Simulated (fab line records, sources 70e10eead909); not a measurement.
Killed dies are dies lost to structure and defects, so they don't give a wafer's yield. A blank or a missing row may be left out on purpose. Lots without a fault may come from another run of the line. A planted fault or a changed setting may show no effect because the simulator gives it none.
Problem report in the 8D (eight disciplines) form, filled by code | flow nand_harc | the parts of the form that need people (team, actions taken, sign-off) are left out

1. THE PROBLEM
killed_at_array at NHARC_END_SORT_01 reads a mean of 155 on 1 wafer of 1 lot; wafers without a fault read 65 with a standard deviation of 19. That is +4.7 standard deviations from the usual mean.
First seen on wafer L732.3, day 34 07:50, on prober-02. The record holds 1 wafer of 1 lot with a number at this step. Rule for "out", or "out of limits": more than 4 standard deviations from the usual mean. The other wafers with a number count as sound.

2. WHAT IT IS AND WHAT IT IS NOT
question                    | is                           | is not
which readings at this step | killed_at_array, killed_dies | killed_at_other, killed_at_periphery, killed_open, killed_short
which lots                  | L732                         | -
which wafers of those lots  | all that have a number       | -
read on which gauges        | prober-02                    | -
when                        | from day 34 07:50            | up to then (0 sound wafers)

3. SUSPECTS, AND WHAT RULES EACH OUT
Counting: a tool at a process step up to the reading stays a suspect if it ran every lot that is out and no sound lot after the first of them.
- the gauge at NHARC_END_SORT_01: kept. All the wafers that are out were read on prober-02, and no step on other tools shows them out.
- rie_diel-05 at NHARC_A_STAIRCASE_ETCHBACK_416 (etches the open film in C4F8/O2/Ar, target depth 36 nm, time 7.2 s): kept. It ran the lot that is out, L732 (day 25 06:13), and no sound lot after that. NHARC_A_STAIRCASE_ETCHBACK_416 gives no start for some lots, so the hours and the order of its lots are those of NHARC_A_STAIRCASE_STRIP_476.
- rie_diel-05 at NHARC_A_STAIRCASE_STRIP_476 (strips in O2, time 20 s): kept. It ran the lot that is out, L732 (day 25 06:13), and no sound lot after that.
- pecvd-04 at NHARC_A_STAIRCASE_DEP_417 (deposits Si3N4, target thk 60 nm): kept. It ran the lot that is out, L732 (day 25 06:20), and no sound lot after that.
- cmp-01 at NHARC_A_STAIRCASE_CMP_152 (polishes): kept. It ran the lot that is out, L732 (day 27 04:54), and no sound lot after that.
- pecvd-01 at NHARC_A_SGD_CUT_DEP_00 (deposits SiNx, target thk 50 nm): kept. It ran the lot that is out, L732 (day 27 09:37), and no sound lot after that.
Left after counting: rie_diel-05 at NHARC_A_STAIRCASE_ETCHBACK_416, rie_diel-05 at NHARC_A_STAIRCASE_STRIP_476, pecvd-04 at NHARC_A_STAIRCASE_DEP_417, cmp-01 at NHARC_A_STAIRCASE_CMP_152, pecvd-01 at NHARC_A_SGD_CUT_DEP_00, prober-02 at NHARC_END_SORT_01.

4. THE CAUSE (what the simulator had put in)
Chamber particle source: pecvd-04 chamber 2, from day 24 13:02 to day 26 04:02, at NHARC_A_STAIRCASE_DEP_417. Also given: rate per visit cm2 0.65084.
Counting left 6 suspects, and this tool is among them.

5. THE CHAIN OF EFFECTS, in route order
Each row: a reading whose mean over the struck wafers that have a number lies more than 3 standard deviations from the usual. Only readings for which the record gives a usual standard deviation are gone through. hours: the time from each lot's start at the first step in this table that gives one to its start at this step, as a median over the lots. sigmas: the change in usual standard deviations.
hours | step              | reading         | usual | on struck wafers | change | sigmas
0     | NHARC_END_SORT_01 | killed_at_array | 65    | 155              | +90    | +4.7
0     | NHARC_END_SORT_01 | killed_dies     | 69    | 159              | +90    | +4.7

6. WHAT WOULD HAVE CAUGHT IT SOONER
In this record the first reading out of limits at a measuring or inspecting step was taken at day 34 07:50, 235 hours after the fault began at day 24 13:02.
Of the tool readings at NHARC_A_STAIRCASE_DEP_417 for which the record gives a usual standard deviation, none was out on any struck wafer, so an alarm limit of 4 standard deviations on them would not have fired.
All the lots that are out (1) had begun NHARC_A_STAIRCASE_DEP_417 on pecvd-04 by day 34 07:50. A hold on the tool at that time would have spared none of them.
